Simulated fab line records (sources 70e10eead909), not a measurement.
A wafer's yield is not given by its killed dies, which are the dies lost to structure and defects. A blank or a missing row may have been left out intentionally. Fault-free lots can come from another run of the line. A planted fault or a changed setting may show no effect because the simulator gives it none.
The tool behind it: which one? -- flow nand_harc -- 36 wafers from 12 lots sampled at 5 of the route's 1302 steps

WHAT EACH GAUGE READ, for each wafer
NHARC_P_CONTACT_CD_MEAS_12: the cd target is 90 nm.
lot,measured,on,cd_nm (nm)
L301,day 6 07:56,cd_sem-03,89.4 90.5 90.2
L303,day 7 03:09,cd_sem-02,89.4 89.3 90.2
L305,day 8 05:52,cd_sem-02,90.0 89.6 90.1
L306,day 8 10:22,cd_sem-01,90.8 90.9 90.8
L307,day 8 20:15,cd_sem-02,89.1 89.4 89.7
L308,day 9 11:56,cd_sem-03,89.2 89.2 89.1
L315,day 12 04:15,cd_sem-01,85.8 86.7 85.8
L316,day 12 15:56,cd_sem-01,86.5 87.0 86.6
L317,day 13 03:14,cd_sem-03,89.9 90.0 90.9
L318,day 13 08:06,cd_sem-03,88.3 89.7 89.6
L320,day 14 17:11,cd_sem-03,91.2 90.2 90.7
L323,day 15 20:17,cd_sem-03,89.7 89.8 89.7

NHARC_P_CONTACT_INSPECT_14.
lot,measured,on,raw_defect_count
L301,day 6 08:04,defect_inspect-01,4 7 3
L303,day 7 03:17,defect_inspect-01,1 2 14
L305,day 8 05:59,defect_inspect-01,2 1 2
L306,day 8 10:29,defect_inspect-01,4 5 0
L307,day 8 20:22,defect_inspect-02,5 2 3
L308,day 9 12:04,defect_inspect-02,0 3 3
L315,day 12 04:23,defect_inspect-01,1 5 3
L316,day 12 16:04,defect_inspect-02,3 5 1
L317,day 13 03:21,defect_inspect-01,3 2 5
L318,day 13 08:13,defect_inspect-02,5 2 2
L320,day 14 17:19,defect_inspect-02,1 2 6
L323,day 15 20:25,defect_inspect-01,7 3 3

WHAT TOOL EACH LOT RAN ON (gives the tool, then ch and the chambers of the sampled wafers, and finally the start)
lot,NHARC_P_GATE_DESCUM_93,NHARC_P_GATE_RTA_80,NHARC_P_CONTACT_PEB_10
L301,"rie_diel-01 ch 0,3, day 6 03:25","rtp_anneal-02 ch 0, day 6 05:40","litho_track-04 ch 0, day 6 07:52"
L303,"rie_diel-03 ch 0,2,3, day 6 22:39","rtp_anneal-02 ch 0, day 7 00:55","litho_track-01 ch 0, day 7 03:04"
L305,"rie_diel-01 ch 1,2, day 8 00:56","rtp_anneal-01 ch 0, day 8 03:31","litho_track-04 ch 0, day 8 05:47"
L306,"rie_diel-01 ch 1,2, day 8 05:44","rtp_anneal-02 ch 0, day 8 08:05","litho_track-04 ch 0, day 8 10:17"
L307,"rie_diel-03 ch 0,1, day 8 15:44","rtp_anneal-01 ch 0, day 8 17:58","litho_track-06 ch 0, day 8 20:10"
L308,"rie_diel-01 ch 0,2,3, day 9 07:32","rtp_anneal-01 ch 0, day 9 09:49","litho_track-01 ch 0, day 9 11:52"
L315,"rie_diel-01 ch 1,2,3, day 11 23:38","rtp_anneal-02 ch 0, day 12 02:01","litho_track-01 ch 0, day 12 04:10"
L316,"rie_diel-03 ch 0,1,2, day 12 11:16","rtp_anneal-02 ch 0, day 12 13:39","litho_track-01 ch 0, day 12 15:51"
L317,"rie_diel-01 ch 1,2, day 12 22:43","rtp_anneal-01 ch 0, day 13 00:59","litho_track-04 ch 0, day 13 03:09"
L318,"rie_diel-08 ch 0,1, day 13 03:35","rtp_anneal-01 ch 0, day 13 05:50","litho_track-06 ch 0, day 13 08:01"
L320,"rie_diel-03 ch 2,3, day 14 09:38","rtp_anneal-01 ch 0, day 14 11:54","litho_track-04 ch 0, day 14 17:07"
L323,"rie_diel-01 ch 0,1, day 15 15:46","rtp_anneal-02 ch 0, day 15 18:04","litho_track-01 ch 0, day 15 20:13"
- NHARC_P_GATE_DESCUM_93: chemistry O2, time 3 s.
- NHARC_P_GATE_RTA_80: time 30 s.
- NHARC_P_CONTACT_PEB_10: peb time 65 s.

WHAT THE TOOLS THEMSELVES READ (means of the sampled wafers that have a number; where no wafer has one, the mark that the record gives instead)
NHARC_P_GATE_DESCUM_93.
lot,tool,drypump_motor_current_A (A),oes_product_au (a.u.),rf_vpp_V (V),showerhead_plenum_p_Torr (Torr),throttle_valve_pct (%)
L301,rie_diel-01,5.4,1.000,57.7,1.92,11.303
L303,rie_diel-03,5.7,1.004,57.3,1.94,11.309
L305,rie_diel-01,5.5,1.014,57.1,1.93,11.312
L306,rie_diel-01,5.5,1.008,58.3,1.93,11.311
L307,rie_diel-03,5.8,0.989,57.4,1.95,11.304
L308,rie_diel-01,5.5,1.008,58.1,1.96,11.305
L315,rie_diel-01,5.6,1.011,57.5,1.93,11.299
L316,rie_diel-03,5.8,0.999,58.5,1.97,11.306
L317,rie_diel-01,5.5,1.003,56.8,1.93,11.310
L318,rie_diel-08,5.2,1.010,57.2,1.84,11.301
L320,rie_diel-03,5.9,0.995,57.8,2.00,11.306
L323,rie_diel-01,5.1,1.015,57.8,1.94,11.308

NHARC_P_GATE_RTA_80.
lot,tool,lamp_power_pct (%),wafer_temp_C_max
L301,rtp_anneal-02,2.45,301.5
L303,rtp_anneal-02,2.46,301.9
L305,rtp_anneal-01,1.95,301.3
L306,rtp_anneal-02,2.45,301.7
L307,rtp_anneal-01,1.96,301.7
L308,rtp_anneal-01,1.96,301.3
L315,rtp_anneal-02,2.45,301.7
L316,rtp_anneal-02,2.45,302.1
L317,rtp_anneal-01,1.95,301.3
L318,rtp_anneal-01,1.95,302.0
L320,rtp_anneal-01,1.95,301.5
L323,rtp_anneal-02,2.45,302.3

NHARC_P_CONTACT_PEB_10.
lot,tool,heater_power_total_W (W),plate_temp_C (C)
L301,litho_track-04,156.8,100.13
L303,litho_track-01,156.4,100.02
L305,litho_track-04,156.3,100.12
L306,litho_track-04,156.7,99.97
L307,litho_track-06,156.8,100.08
L308,litho_track-01,157.0,100.01
L315,litho_track-01,154.9,99.35
L316,litho_track-01,154.9,99.29
L317,litho_track-04,156.7,99.98
L318,litho_track-06,156.4,99.94
L320,litho_track-04,156.8,100.04
L323,litho_track-01,156.8,100.13

THE ANSWER, worked out from the rows above alone
Rule: usual is defined by the lots themselves. The widest of any qualifying gaps counts: lots, ordered by their means at a reading, are off when they make up no more than a third of the lots, leave a main group of 4 or more, and stand apart from it by 3 or more times the standard deviation of that group's means. The tables above print the reading to a certain number of digits; a main group whose means all agree to those digits is not used. Also off: a lot with no number at a reading for which 4 or more lots have one. The other lots that the step has rows for count as sound. The gauges are gone through in route order, then the tools' own readings, and for those a lot's mean is taken as printed above. At the first step where some lot is off, the reading lying furthest off is the one used; lots without a number count as furthest.
Off at NHARC_P_CONTACT_CD_MEAS_12 (cd_nm): L315, L316. For the main group the mean is 89.9 nm and the standard deviation 0.55.
If a tool, at a process step before that reading, ran all the lots that are off and no sound lot after the first of them, it fits. The gauges at NHARC_P_CONTACT_CD_MEAS_12 aren't tried: what is off there is off at NHARC_P_CONTACT_PEB_10 too, on other tools, and a gauge's error can't cause that. No candidate that was tried fits.

WHAT THE SIMULATOR PUT IN
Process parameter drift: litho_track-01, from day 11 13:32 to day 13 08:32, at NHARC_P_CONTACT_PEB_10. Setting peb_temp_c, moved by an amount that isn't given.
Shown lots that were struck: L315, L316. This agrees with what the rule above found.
